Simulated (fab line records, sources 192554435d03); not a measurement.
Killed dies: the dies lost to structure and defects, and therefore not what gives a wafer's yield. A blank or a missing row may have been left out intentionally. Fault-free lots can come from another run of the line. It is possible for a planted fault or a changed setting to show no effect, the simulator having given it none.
8D (eight disciplines) problem report, filled in by code | flow n5 finfet | the parts of the form that need people (team, actions taken, sign-off) are left out

1. PROBLEM STATEMENT
At N5_BEOL_M6_ETCH_41, run length s averages 83.7 s over 6 wafers from 2 lots, while fault-free wafers read 75.3 s, standard deviation 0.51. Measured from the usual mean, that is +17 standard deviations.
The step: etches SiCN in CH3F/O2, target depth 29.7 nm, time 52 s.
Earliest sighting: wafer L920.3 on rie diel-04 at day 13 06:20. At this step, 18 wafers from 6 lots have a number in the record. Rule for "out", or "out of limits": more than 4 standard deviations from the usual mean. The rest of the wafers with a number are treated as sound.

2. WHAT IT IS AND WHAT IT IS NOT
question                    | is                     | is not
which readings at this step | run length s           | oes product au, rf vpp V, showerhead plenum p Torr, throttle valve pct
which lots                  | L919, L920             | L912, L914, L922, L931
which wafers of those lots  | all that have a number | -
read on which tools         | rie diel-04            | rie diel-01, rie diel-03
when                        | from day 13 06:20      | up to then (6 sound wafers); but 6 sound wafers of L922, L931 came after

3. THE SUSPECTS, EACH WITH WHAT RULES IT OUT
Counting: a tool at any process step up to the reading remains a suspect when it ran all the lots that are out and ran no sound lot after the first of those.
- rie diel-04 at N5_BEOL_M6_DESCUM_33 (chemistry O2, time 7 s): kept. It ran every lot that is out, first L920 (day 13 06:02), and no sound lot after that; its last sound lot up to then is L914 (day 10 16:03).
- rie diel-04 at N5_BEOL_M6_ETCH_72 (etches underlayer in N2/H2, target depth 6.5 nm, time 5.2 s): kept. It ran every lot that is out, first L920 (day 13 06:04), and no sound lot after that; its last sound lot up to then is L914 (day 10 16:05).
- rie diel-04 at N5_BEOL_M6_ETCH_66 (etches SOC in N2/H2, target depth 80 nm, overetch 16 nm, time 120 s): kept. It ran every lot that is out, first L920 (day 13 06:07), and no sound lot after that; its last sound lot up to then is L914 (day 10 16:08).
- rie diel-04 at N5_BEOL_M6_TRENCH_ETCH_37 (etches SiCOH lowk in C4F6/O2, target depth 94.435 nm, time 31.5 s): kept. It ran every lot that is out, first L920 (day 13 06:20), and no sound lot after that; its last sound lot up to then is L914 (day 10 16:21). N5_BEOL_M6_TRENCH_ETCH_37: start missing for some lots; hours and lot order therefore follow N5_BEOL_M6_ETCH_41.
- rie diel-04 at N5_BEOL_M6_ETCH_41 (etches SiCN in CH3F/O2, target depth 29.7 nm, time 52 s): kept. It ran every lot that is out, first L920 (day 13 06:20), and no sound lot after that; its last sound lot up to then is L914 (day 10 16:21). Its own readings are out on those wafers: run length s.
Left after counting: rie diel-04 at N5_BEOL_M6_DESCUM_33, rie diel-04 at N5_BEOL_M6_ETCH_72, rie diel-04 at N5_BEOL_M6_ETCH_66, rie diel-04 at N5_BEOL_M6_TRENCH_ETCH_37, rie diel-04 at N5_BEOL_M6_ETCH_41.

4. THE CAUSE (what the simulator had put in)
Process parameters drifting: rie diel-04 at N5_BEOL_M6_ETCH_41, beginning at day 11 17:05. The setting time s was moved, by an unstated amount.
Of the 5 suspects that counting leaves, this tool is one.

5. THE EFFECT CHAIN, in route order
Each row: a reading where the mean over the struck wafers with a number is more than 3 standard deviations away from the usual. Only readings for which the record gives a usual standard deviation are gone through. hours: the time from each lot's start at the first step in this table that gives one to its start at this step, as a median over the lots. sigmas: the change in usual standard deviations.
hours | step               | reading      | usual  | on struck wafers | change | sigmas
0     | N5_BEOL_M6_ETCH_41 | run length s | 75.3 s | 83.7             | +8.4   | +17
Process steps it contains:
- N5_BEOL_M6_ETCH_41: etches SiCN in CH3F/O2, target depth 29.7 nm, time 52 s.

6. HOW IT WOULD HAVE BEEN CAUGHT EARLIER
The fault began at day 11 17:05; the first out-of-limits reading in this record came at day 13 06:20, 37 hours later.
